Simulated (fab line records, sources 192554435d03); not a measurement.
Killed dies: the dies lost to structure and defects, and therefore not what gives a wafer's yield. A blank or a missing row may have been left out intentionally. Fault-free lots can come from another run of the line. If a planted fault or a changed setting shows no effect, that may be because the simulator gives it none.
fab line records -- flow n5Finfet
[record] lots = 4, wafers = 12, lastDay = 16
route steps=1938 shown MOL_CONTACT_COAG@551 BEOL_M4@1111 PASSIVATION@1936
lots that met no fault: taken from a fault-free run of the same line
startH: hours from the record's first day to the start of the lot's first wafer shown -- waitH: hours from the lot's prior step to this one -- " unchanged from the row above -- L1.1+2: one row covering several wafers at once -- - value missing, or start not given -- * or withheld: withheld -- < > ~ a bound
route shown NAME@n: a module of which the file shows steps, and the number in the route of the first -- usual: mean and standard deviation over wafers with no fault -- same: alike in all rows -- chamber/n: place in a boat -- sites: per-site readings -- _std_site: their standard deviation -- _edge_site: mean of outer sites minus mean of inner sites -- radiusMm: how far each site lies from the wafer's centre -- mask NAME#n: copy n -- behind: the most recent tool/chamber to have shaped the wafer -- hold: what put the lot on hold/how long, in hours/how the hold closed -- device: names the non-switching transistor (n, p or np) -- end of line: at the end of the route, the tests of the same wafers -- a step given without rows: its recipe and nothing more -- killed: dies lost to structure and defects at the first sort, not the wafer's yield -- map: a wafer's dies, marking killed ones x, the rest . and places with no die _
set.NAME: the setting the step ran with; set.NAME@STEP: the setting that earlier step ran with -- model.NAME: the simulator's own value behind a step, which no gauge read
lots at selected steps of the route; one table per step, one row per wafer
services: when a tool's chamber went out of use (startH, in hours from the record's first day, below 0 if earlier), for how many hours, and the reason
[[steps]]
[step N5_MOL_CONTACT_COAG_SPUTTER_130]
[recipe] material = Co, targetThkA = 475, tempC = 25, chamberPressurePa = 0.5, powerW = 3000
[step N5_MOL_CONTACT_COAG_PRECLEAN_125]
[recipe] chemistry = DIW, timeS = 57.5, tempC = 23
[step N5_MOL_CONTACT_COAG_SRD_126]
[recipe] dryTimeS = 32, dry = n2Spin, spinRpm = 1500
[step N5_MOL_CONTACT_COAG_CMP_23]
[recipe] stopOn = SiO2, tOverpolishS = 1.5, postCmpClean = cuAlkaline, downForcePsi = 2, platenRpm = 50.289, padVelocityMS = 1.0006, targetThkNm = 0
[step N5_MOL_CONTACT_COAG_WET_ETCH_26]
[recipe] target = Co, targetDepthNm = 13
[step N5_MOL_CONTACT_COAG_WET_ETCH_116]
[recipe] chemistry = SC1-inhibited, targetDepthNm = 4.6, dry = ipaMarangoni, rinseTimeS = 30, rinseTempC = 23
[step N5_MOL_CONTACT_COAG_ALD_27]
[recipe] material = SiOC, targetThkA = 170, tempC = 400, aldPrecursorFamily = carbosiloxane, aldCoReactant = H2-plasma, pulseTimeS = 1.5, timeS = 2720, purgeTimeS = 2, coReactantPurgeTimeS = 2, aldCycles = 340, pressureTorr = 2
[step N5_MOL_CONTACT_COAG_CMP_28]
[recipe] stopOn = SiNx, tOverpolishS = 0.85, postCmpClean = alkalineBrush, downForcePsi = 4.15, platenRpm = 51.8, padVelocityMS = 1.0307, targetThkNm = 14.522
[step N5_MOL_CONTACT_COAG_ALD_123]
[recipe] material = SiNx, targetThkA = 50, tempC = 400, aldPrecursorFamily = SiH2I2, aldCoReactant = N2/H2-plasma, pulseTimeS = 1, purgeTimeS = 2, coReactantPurgeTimeS = 2, aldCycles = 100, pressureTorr = 2
[step N5_MOL_CONTACT_COAG_PECVD_31]
[recipe] material = SiO2, targetThkA = 460, tempC = 400, precursor = TEOS/O2, pressureTorr = 6.5, rfW = withheld, teosFlowSccm = withheld, gas = O2, flowSccm = 2650, timeS = 8.9
[usual] susceptorTempC = 400.04/0.21
lot.wafer,tool,chamber,startH,waitH,susceptorTempC,model.SiO2_of_MOL_CONTACT_COAG_PECVD_31.thkNm
L723.2,pecvd-02,0,100.41,0.3,400.19,45.6
L723.3,pecvd-02,2,100.41,0.3,399.64,46.4
L723.6,pecvd-02,1,100.41,0.3,400.11,46.4
L731.1,pecvd-02,0,151.34,0.3,418.45,39.6
L731.4,pecvd-02,1,151.34,0.3,400.27,45.8
L731.5,pecvd-02,0,151.34,0.3,418.67,40.6
L733.2,pecvd-02,1,162.06,0.3,399.84,44.6
L733.3,pecvd-02,0,162.06,0.3,418.96,40
L733.4,pecvd-02,0,162.06,0.3,418.98,40.6
L739.1,pecvd-01,1,198.74,0.3,400.09,45
L739.4,pecvd-01,0,198.74,0.3,400.20,46
L739.6,pecvd-01,1,198.74,0.3,400.22,46.2
[step N5_MOL_CONTACT_COAG_COAT_75]
[recipe] resist = SOC, tempC = 250, timeS = 60, spinRpm = 1500, resistThkNm = 60
[step N5_MOL_CONTACT_COAG_COAT_76]
[recipe] resist = SiARC, tempC = 220, timeS = 60, spinRpm = 1500, resistThkNm = 10
[step N5_MOL_CONTACT_COAG_COAT_77]
[recipe] resist = underlayer, tempC = 205, timeS = 60, spinRpm = 1500, resistThkNm = 10
[step N5_MOL_CONTACT_COAG_COAT_78]
[recipe] resist = CAR-EUV, spinRpm = 1500, resistThkNm = 40
[step N5_MOL_CONTACT_COAG_EBR_80]
[recipe] solvent = PGMEA, ebrWidthMm = 1.5
[step N5_MOL_CONTACT_COAG_SOFTBAKE_79]
[recipe] tempC = 110, timeS = 60, resist = CAR-EUV
[step N5_MOL_CONTACT_COAG_EXPOSE_81]
[recipe] maskId = VG, na = 0.33, sourceShape = annular, sigmaInner = 0.3, sigmaOuter = 0.7, polarization = unpolarized, defocusNm = 0, doseMj = 59.5
[step N5_MOL_CONTACT_COAG_PEB_82]
[recipe] pebTempC = 100, pebTimeS = 60, resist = CAR-EUV
[step N5_MOL_CONTACT_COAG_DEVELOP_83]
[recipe] developTimeS = 30, developer = TMAH, resist = CAR-EUV, rinseLiquid = surfactantRinse, dry = airSpin, devTempC = 23
[step N5_MOL_CONTACT_COAG_DESCUM_88]
[recipe] chemistry = O2, timeS = 7, sourcePowerW = 50, biasPowerW = 20, pressureMtorr = 20, rfFrequencyHz = 2.712e+07, tempC = 40, resist = CAR-EUV, o2FlowSccm = 225
[step N5_MOL_CONTACT_COAG_ETCH_89]
[recipe] chemistry = N2/H2, target = underlayer, targetDepthA = 130, maskMaterial = CAR-EUV, timeS = 10.4, ionEnergyEv = 200, pressureMtorr = 30, sourceW = 840, biasW = 150, n2FlowSccm = 200, h2FlowSccm = 200, ends = cleared
[step N5_MOL_CONTACT_COAG_ETCH_90]
[recipe] chemistry = CF4, target = SiARC, targetDepthA = 130, maskMaterial = CAR-EUV, timeS = 21.7, ionEnergyEv = 80, pressureMtorr = 40, sourceW = 545, biasW = 36, Ar_flow_sccm = 100, cf4FlowSccm = 100, ends = cleared
[step N5_MOL_CONTACT_COAG_ALD_131]
[recipe] material = SiO2, targetThkA = 50, tempC = 100, aldPrecursorFamily = BDEAS, aldCoReactant = O2-plasma, pulseTimeS = 1, coReactantPulseTimeS = 1, purgeTimeS = 2, coReactantPurgeTimeS = 2, aldCycles = 35, pressureTorr = 2
[step N5_MOL_CONTACT_COAG_ETCHBACK_132]
[recipe] chemistry = CHF3, target = SiO2, targetDepthA = 100, timeS = 6.7, ionEnergyEv = 200, pressureMtorr = 30, sourceW = 610, biasW = 170, Ar_flow_sccm = 200, CHF3_flow_sccm = 50
[step N5_MOL_CONTACT_COAG_ETCH_91]
[recipe] chemistry = N2/H2, target = SOC, targetDepthA = 600, overetchA = 210, maskMaterial = SiARC, tempC = 40, timeS = 101.2, ionEnergyEv = 200, pressureMtorr = 30, sourceW = 840, biasW = 150, n2FlowSccm = 200, h2FlowSccm = 200
[step N5_MOL_CONTACT_COAG_STRIP_92]
[recipe] chemistry = N2/H2, tempC = 40, n2FlowSccm = 200, h2FlowSccm = 200, rfFrequencyHz = 6e+07
[step N5_MOL_CONTACT_COAG_STRIP_93]
[recipe] chemistry = N2/H2, tempC = 40, n2FlowSccm = 200, h2FlowSccm = 200, rfFrequencyHz = 6e+07
[step N5_MOL_CONTACT_COAG_ETCHBACK_135]
[recipe] chemistry = CHF3, target = SiO2, targetDepthA = 250, timeS = 16.7, ionEnergyEv = 200, pressureMtorr = 30, sourceW = 610, biasW = 170, Ar_flow_sccm = 200, CHF3_flow_sccm = 50
[step N5_MOL_CONTACT_COAG_STRIP_118]
[recipe] chemistry = CHF3, resist = SiARC, rfFrequencyHz = 6e+07
[step N5_MOL_CONTACT_COAG_VIA_ETCH_46]
[recipe] chemistry = C4F6/O2, targetDepthA = 460, overetchA = 92, maskMaterial = SOC, target = SiO2, biasW = 455, pressureMtorr = 10, timeS = 40, sourceW = 325, Ar_flow_sccm = 300, C4F6_flow_sccm = 10, O2_flow_sccm = 10, ionEnergyEv = 575.3, ends = endPoint
[usual] drypumpMotorCurrentA = 5.9/0.45, oesProductAu = 0.70/0.063, rfVppV = 1595/11, showerheadPlenumPTorr = 2.82/0.079, throttleValvePct = 40.9/0.39
lot.wafer,tool,chamber,startH,waitH,drypumpMotorCurrentA,oesProductAu,rfHoursCounterH,rfVppV,showerheadPlenumPTorr,throttleValvePct,model.etch.depthNm
L723.2,rieDiel-01,2,101.43,0.0,6.4,0.70,113,1601,2.86,41.4,45.62
L723.3,rieDiel-01,0,101.43,0.0,5.7,0.70,139,1592,2.86,40.6,46.43
L723.6,rieDiel-01,0,101.43,0.0,5.7,0.69,-,1591,2.86,40.6,46.42
L731.1,rieDiel-04,2,152.33,0.0,5.0,0.59,189,1583,2.72,40.7,39.58
L731.4,rieDiel-04,1,152.33,0.0,5.7,0.61,230,1590,2.92,41.0,45.87
L731.5,rieDiel-04,2,152.33,0.0,4.9,0.61,-,1583,2.72,40.7,40.61
L733.2,rieDiel-01,1,163.47,0.0,6.0,0.74,75,1608,2.88,41.2,44.64
L733.3,rieDiel-01,0,163.47,0.0,5.6,0.62,166,1593,2.84,40.6,40.06
L733.4,rieDiel-01,1,163.47,0.0,6.0,0.71,-,1607,2.88,41.2,40.55
L739.1,rieDiel-03,1,199.80,0.0,5.9,0.61,240,1577,2.80,41.0,45.04
L739.4,rieDiel-03,0,199.80,0.0,6.1,0.78,37,1593,2.77,40.6,45.99
L739.6,rieDiel-03,0,199.80,0.0,6.1,0.79,-,1591,2.77,40.6,46.19
[step N5_MOL_CONTACT_COAG_STRIP_96]
[recipe] chemistry = N2/H2, powerW = 500, tempC = 40, pressureMtorr = 50, rfFrequencyHz = 6e+07, overashFraction = 0.3, biasPowerW = 28, h2Frac = 0.5, n2FlowSccm = 300, h2FlowSccm = 300
[step N5_MOL_CONTACT_COAG_ETCH_47]
[recipe] chemistry = CH3F/O2, target = SiNx, targetDepthA = 270, maskMaterial = SiO2, stopOn = W, overEtchFrac = 0.2, ionEnergyEv = 120, endpoint = OES-CN, pressureMtorr = 30, sourceW = 395, biasW = 73, Ar_flow_sccm = 150, CH3F_flow_sccm = 30, O2_flow_sccm = 20, ends = endPoint
[step N5_MOL_CONTACT_COAG_STRIP_119]
[recipe] chemistry = N2/H2, timeS = 30, powerW = 1000, tempC = 250, pressureMtorr = withheld, n2FlowSccm = 1750, h2FlowSccm = 3250
[step N5_MOL_CONTACT_COAG_PRECLEAN_144]
[recipe] chemistry = alkalineClean, tempC = 60, timeS = 60, doPpb = 50
[step N5_MOL_CONTACT_COAG_SRD_145]
[recipe] dry = ipaMarangoni, timeS = 30, tempC = 23, rinseLiquid = diw
[step N5_MOL_CONTACT_COAG_CMP_52]
[recipe] stopOn = SiO2, tOverpolishS = 1.5, postCmpClean = wDiluteNh4oh, downForcePsi = 4, platenRpm = 50.289, padVelocityMS = 1.0006, targetThkNm = 66.5
[usual] motorCurrentA = 12.7/0.91
lot.wafer,tool,chamber,startH,waitH,motorCurrentA,model.SiO2_of_MOL_CONTACT_COAG_PECVD_31.thkNm
L723.3,cmp-04,3,103.55,0.1,12.3,44.4
L723.2,cmp-04,0,103.55,0.1,14.3,43.6
L723.6,cmp-04,2,103.55,0.1,12.9,44.4
L731.1,cmp-02,1,154.54,0.0,13.1,37.6
L731.4,cmp-02,2,154.54,0.0,13.8,43.8
L731.5,cmp-02,1,154.54,0.0,13.4,38.6
L733.3,cmp-04,2,165.65,0.0,12.9,38
L733.4,cmp-04,3,165.65,0.0,12.2,38.4
L733.2,cmp-04,1,165.65,0.0,13.2,42.6
L739.4,cmp-04,3,202.02,0.0,12.2,44
L739.1,cmp-04,1,202.02,0.0,13.1,43
L739.6,cmp-04,3,202.02,0.0,12.7,44.2
[step N5_MOL_CONTACT_COAG_THK_MEAS_53]
[recipe] reads = SiO2_of_MOL_CONTACT_COAG_PECVD_31
[usual] VIA_MOL_THK = 43.8/0.6
lot.wafer,tool,chamber,startH,waitH,VIA_MOL_THK[nm]
L723.2,filmMetro-02,-,103.81,-,43.5
L723.3,filmMetro-02,-,103.81,-,44.4
L723.6,filmMetro-02,-,103.81,-,44.4
L731.1,filmMetro-01,-,154.84,-,37.6
L731.4,filmMetro-01,-,154.84,-,43.8
L731.5,filmMetro-01,-,154.84,-,38.5
L733.2,filmMetro-02,-,165.95,-,42.5
L733.3,filmMetro-02,-,165.95,-,38.0
L733.4,filmMetro-02,-,165.95,-,38.5
L739.1,filmMetro-01,-,202.31,-,43.0
L739.4,filmMetro-01,-,202.31,-,44.0
L739.6,filmMetro-01,-,202.31,-,44.1
[step N5_BEOL_M4_RC_MEAS_101]
[usual] DIBL_N = 35.7/1.3, DIBL_P = 36.0/1.6, IOFF_N = 0.154/0.025, IOFF_P = 0.21/0.034, ION_N = 675/9.7, ION_P = 465/7.4, SS_N = 71.3/0.55, SS_P = 73.1/0.52, VT_N = 250/3, VT_P = -249/3.6
lot.wafer,tool,chamber,startH,waitH,DIBL_N[mV/V],DIBL_P[mV/V],IOFF_N[nA/um],IOFF_P[nA/um],ION_N[uA/um],ION_P[uA/um],SS_N[mV/dec],SS_P[mV/dec],VT_N[mV],VT_P[mV]
L723.2,prober-01,0,167.72,0.2,35.3,36.6,0.142,0.20,670,459,71.5,72.6,250,-247
L723.3,prober-01,0,167.72,0.2,36.9,39.1,0.190,0.26,699,477,71.5,73.8,244,-247
L723.6,prober-01,0,167.72,0.2,36.2,37.3,0.165,0.22,681,468,71.9,73.1,249,-251
L731.1,prober-02,0,214.54,0.0,36.6,38.1,0.190,0.27,681,476,72.3,72.9,246,-244
L731.4,prober-02,0,214.54,0.0,35.1,36.5,0.162,0.24,684,475,71.8,72.6,248,-247
L731.5,prober-02,0,214.54,0.0,37.4,39.6,0.214,0.31,694,473,72.2,73.7,248,-243
L733.2,prober-01,0,230.79,0.2,37.4,39.0,0.197,0.25,684,475,72.0,73.7,247,-245
L733.3,prober-01,0,230.79,0.2,36.9,38.9,0.195,0.25,681,480,71.3,73.8,245,-246
L733.4,prober-01,0,230.79,0.2,34.4,35.3,0.130,0.19,654,456,71.0,73.1,251,-252
L739.1,prober-01,0,270.80,0.0,36.1,38.2,0.174,0.23,694,478,72.5,73.7,247,-248
L739.4,prober-01,0,270.80,0.0,34.5,36.6,0.145,0.21,675,468,71.1,73.3,248,-249
L739.6,prober-01,0,270.80,0.0,35.3,37.4,0.171,0.22,684,469,71.3,73.6,245,-248
[step N5_PASSIVATION_PROBE_49]
[usual] defectLimitedYield = 91.6/1.4, killed_at_M0_to_M3 = 35/10, killed_at_M4_up = 13/5.3, killedAtContacts = 12/5.9, killedAtFrontEnd = 36/9.9, killedAtOther = 3.2/3, killedDies = 99/16, killedOpen = 66/12, killedShort = 32/7.7, sort_bin_5_function = 4.9/0.91, sort_bin_6_memory = 3.2/0.65, sortNPass = 1081/16, sortYieldPct = 91.6/1.4
[same] grossDies = 1180, killedAtBackSide = 0, sort_bin_4_leakage[%] = 0, sort_bin_8_speed[%] = 0
lot.wafer,tool,chamber,startH,waitH,defectLimitedYield[%],killed_at_M0_to_M3,killed_at_M4_up,killedAtContacts,killedAtFrontEnd,killedAtOther,killedDies,killedOpen,killedShort,sort_bin_5_function[%],sort_bin_6_memory[%],sortNPass,sortYieldPct[%]
L723.2,prober-02,-,282.96,0.1,90.3,35,22,9,39,10,115,79,36,5.8,3.7,1065,90.3
L723.3,prober-02,-,283.01,0.1,92.4,21,10,21,28,10,90,58,31,4.2,3.3,1090,92.4
L723.6,prober-02,-,283.16,0.3,93.3,26,12,11,29,1,79,49,29,4.1,2.4,1101,93.3
L731.1,prober-02,-,323.72,0.0,91.1,38,8,10,48,1,105,72,33,5.3,3.4,1075,91.1
L731.5,prober-02,-,323.92,0.2,91.5,38,15,6,38,3,100,74,26,4.7,3.4,1080,91.5
// killed by level:class
L723.2 BEOL_M2:geometricParticle:open=11 BEOL_M4:geometricParticle:open=9 BEOL_M0_SAQP:geometricParticle:short=8 FIN_SAQP:geometricParticle:open=7 FIN_SAQP:geometricParticle:short=7 STI_FIN_REVEAL:geometricParticle:open=7 GATE_CUT:geometricParticle:short=6 MOL_CONTACT_COAG:geometricParticle:open=6
L723.3 MOL_CONTACT_COAG:geometricParticle:open=17 BEOL_M2:geometricParticle:open=8 FIN_SAQP:geometricParticle:short=7 MIM_BOT:geometricParticle:open=7 STARTING-WAFER:geometricParticle:short=6 ILD0:geometricParticle:open=4 MOL_CONTACT_COAG:geometricParticle:short=4 BEOL_M3:geometricParticle:open=4
L723.6 MOL_CONTACT_COAG:geometricParticle:open=9 FIN_SAQP:geometricParticle:short=8 STI_FIN_REVEAL:geometricParticle:open=6 BEOL_M0_SAQP:geometricParticle:open=6 BEOL_M2:geometricParticle:open=5 STI_FIN_REVEAL:geometricParticle:short=4 BEOL_M1:geometricParticle:open=4 STARTING-WAFER:geometricParticle:short=4
L731.1 FIN_SAQP:geometricParticle:short=15 BEOL_M0_SAQP:geometricParticle:open=10 BEOL_M2:geometricParticle:open=10 MOL_CONTACT_COAG:geometricParticle:open=9 FIN_SAQP:geometricParticle:open=8 DUMMY_GATE:geometricParticle:open=8 BEOL_M3:geometricParticle:open=7 BEOL_M0_SAQP:geometricParticle:short=6
L731.5 DUMMY_GATE:geometricParticle:open=10 BEOL_M2:geometricParticle:open=10 STI_FIN_REVEAL:geometricParticle:open=9 BEOL_M0_SAQP:geometricParticle:open=9 BEOL_M0_SAQP:geometricParticle:short=7 MOL_CONTACT_COAG:geometricParticle:open=6 BEOL_M3:geometricParticle:open=6 FIN_SAQP:geometricParticle:short=5
[[services]]
tool,chamber,startH,hours,kind
cmp-02,-,82.22,6.0,pm
pecvd-02,0,89.41,3.7,repair
pecvd-01,1,101.59,2.1,scheduledDown
cmp-02,-,101.90,4.8,repair
rieDiel-01,3,104.27,-,clean
rieDiel-01,3,104.27,-,consumableReplace:focusRing
rieDiel-01,3,104.27,-,consumableReplace:showerhead
rieDiel-01,3,104.27,16.1,scheduledDown
rieDiel-01,3,104.27,16.1,ventCycle
cmp-02,-,107.72,0.6,repair
rieDiel-03,-,109.52,28.1,pm
pecvd-02,2,136.07,23.6,repair
rieDiel-01,0,143.31,8.5,repair
rieDiel-01,3,144.31,29.9,repair
rieDiel-03,2,156.59,4.1,repair
cmp-04,-,174.48,4.0,pm
cmp-04,-,178.48,-,consumableReplace:conditioner
cmp-04,-,178.48,-,consumableReplace:pad
rieDiel-01,3,179.40,9.7,repair
rieDiel-01,3,189.25,4.4,repair
[[key]]
[firstSign] step = N5_MOL_CONTACT_COAG_PECVD_31, reading = susceptorTempC, direction = up, sigmas = 91, usual = *, struck = *
[effect] step = N5_MOL_CONTACT_COAG_THK_MEAS_53, reading = VIA_MOL_THK, direction = down, sigmas = 9.5, usual = 43.8, struck = 38.2
[modelEffect] step = N5_MOL_CONTACT_COAG_PECVD_31, value = SiO2_of_MOL_CONTACT_COAG_PECVD_31.thkNm, without = 45.55, struck = 40.2
[modelEffect] step = N5_MOL_CONTACT_COAG_VIA_ETCH_46, value = etch.depthNm, without = 45.53, struck = 40.2
[modelEffect] step = N5_MOL_CONTACT_COAG_CMP_52, value = SiO2_of_MOL_CONTACT_COAG_PECVD_31.thkNm, without = 43.5, struck = 38.15
metAt N5_MOL_CONTACT_COAG_PECVD_31
struckWafers L731.1,L731.5,L733.3,L733.4
onsetBetween 100.41 151.34
[fault] kind = processParameterDrift, tool = pecvd-02, chamber = 0, onsetH = 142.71, steps = N5_MOL_CONTACT_COAG_PECVD_31, channel = tempC, offset = *, shape = step, endH = 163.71, actsIn = *, stated = *
